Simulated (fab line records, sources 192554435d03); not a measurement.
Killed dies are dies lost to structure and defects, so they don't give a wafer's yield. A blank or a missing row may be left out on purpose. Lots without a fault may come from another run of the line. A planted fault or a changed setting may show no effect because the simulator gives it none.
Chamber matching | flow n5_finfet | N5_ZERO_LAYER_PECVD_02 on pecvd-03: 3 sister chambers
The step deposits SiO2 from SiH4/N2O, target thk 10 nm, time 6 s. 16 wafers are shown with their chamber, then 8 later ones without.

WAFERS WITH THEIR CHAMBER
wafer  | chamber | heater_power_w (W) | showerhead_plenum_p_Torr (Torr) | susceptor_temp_C (C)
L075.1 | 0       | 701                | 8.21                            | 399.83
L075.2 | 1       | 824                | 8.28                            | 399.66
L075.3 | 2       | 652                | 8.30                            | 400.17
L076.1 | 0       | 711                | 8.23                            | 399.89
L076.3 | 2       | 584                | 8.29                            | 400.39
L076.4 | 1       | 829                | 8.30                            | 399.92
L078.1 | 0       | 706                | 8.23                            | 400.05
L078.2 | 2       | 693                | 8.29                            | 400.28
L078.5 | 1       | 860                | 8.28                            | 399.83
L081.2 | 2       | 631                | 8.26                            | 400.03
L081.3 | 0       | 726                | 8.26                            | 399.57
L081.6 | 1       | 868                | 8.28                            | 400.06
L089.1 | 1       | 881                | 8.27                            | 399.57
L089.5 | 0       | 667                | 8.22                            | 400.40
L089.6 | 2       | 718                | 8.29                            | 400.19
L090.3 | 0       | 745                | 8.22                            | 399.87

SIGNATURES (means of the wafers above)
reading                  | chamber 0 | chamber 1 | chamber 2 | scatter within a chamber
heater_power_w           | 709.33    | 852.40    | 655.60    | 36.1
showerhead_plenum_p_Torr | 8.2283    | 8.2820    | 8.2860    | 0.0149
susceptor_temp_C         | 399.9350  | 399.8080  | 400.2120  | 0.216
Rule: a wafer's distance from a chamber is the root of the sum, over the readings, of the square of ((its reading less the chamber's mean) divided by the reading's scatter). The wafer belongs to the nearest chamber; if the next one is less than 2 further off, it can't be placed. The scatter: the root of (the sum of the squares of (reading less its chamber's mean) over the shown wafers, divided by (wafers less chambers)).

WAFERS WITHOUT THEIR CHAMBER
wafer  | heater_power_w (W) | showerhead_plenum_p_Torr (Torr) | susceptor_temp_C (C)
L090.5 | 845                | 8.29                            | 399.64
L090.6 | 756                | 8.24                            | 399.87
L092.4 | 640                | 8.29                            | 400.20
L092.5 | 692                | 8.23                            | 399.64
L092.6 | 858                | 8.27                            | 400.02
L097.1 | 697                | 8.30                            | 399.61
L097.3 | 838                | 8.26                            | 399.79
L097.5 | 871                | 8.30                            | 399.94

WHICH CHAMBER EACH WENT THROUGH
wafer  | from the rows above          | in truth
L090.5 | 1                            | 1
L090.6 | 0                            | 0
L092.4 | 2                            | 2
L092.5 | 0                            | 0
L092.6 | 1                            | 1
L097.1 | can't be placed: 2 or 1 or 0 | 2
L097.3 | 1                            | 1
L097.5 | 1                            | 1
Placed correctly: 7 of 8. Can't be placed from these rows: 1 (the true chamber is among the candidates in 1). Placed wrongly: 0.
